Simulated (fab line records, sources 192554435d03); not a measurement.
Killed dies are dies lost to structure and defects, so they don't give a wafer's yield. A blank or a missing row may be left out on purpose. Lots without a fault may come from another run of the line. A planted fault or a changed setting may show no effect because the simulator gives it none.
Chamber matching | flow n5_finfet | N5_SD_EPI_P_ETCH_36 on rie_diel-02: 4 sister chambers
The step etches SiARC in CF4, target depth 45.5 nm, time 75.8 s. 8 wafers are shown with their chamber, then 11 later ones without.

WAFERS WITH THEIR CHAMBER
wafer  | chamber | throttle_valve_pct (%) | drypump_motor_current_A (A)
L085.4 | 1       | 15.25                  | 5.9
L088.2 | 2       | 15.53                  | 5.7
L088.3 | 1       | 15.25                  | 5.9
L088.5 | 2       | 15.52                  | 5.8
L089.2 | 0       | 15.94                  | 6.0
L089.4 | 3       | 16.09                  | 5.0
L089.6 | 3       | 16.08                  | 5.1
L091.1 | 0       | 15.97                  | 5.9

WAFERS WITHOUT THEIR CHAMBER
wafer  | throttle_valve_pct (%) | drypump_motor_current_A (A)
L091.2 | 15.54                  | 5.8
L091.3 | 15.27                  | 5.9
L091.4 | 16.08                  | 5.1
L091.5 | 15.27                  | 5.9
L091.6 | 15.96                  | 6.0
L096.1 | 15.57                  | 5.7
L096.2 | 15.28                  | 5.9
L096.3 | 15.98                  | 6.0
L096.4 | 16.10                  | 5.0
L096.5 | 15.99                  | 6.0
L096.6 | 15.29                  | 5.9

WHICH CHAMBER EACH WENT THROUGH
wafer  | from the rows above | in truth
L091.2 | 2                   | 2
L091.3 | 1                   | 1
L091.4 | 3                   | 3
L091.5 | 1                   | 1
L091.6 | 0                   | 0
L096.1 | 2                   | 2
L096.2 | 1                   | 1
L096.3 | 0                   | 0
L096.4 | 3                   | 3
L096.5 | 0                   | 0
L096.6 | 1                   | 1
Placed correctly: 11 of 11. Can't be placed from these rows: 0. Placed wrongly: 0.
How it was worked out, from the rows above alone: a wafer's distance from a chamber is the root of the sum, over the readings, of the square of ((its reading less the chamber's mean) divided by the reading's scatter). The wafer belongs to the nearest chamber; if the next one is less than 2 further off, it can't be placed. A chamber's mean is the mean of its shown wafers. The scatter: the root of (the sum of the squares of (reading less its chamber's mean) over the shown wafers, divided by (wafers less chambers)).
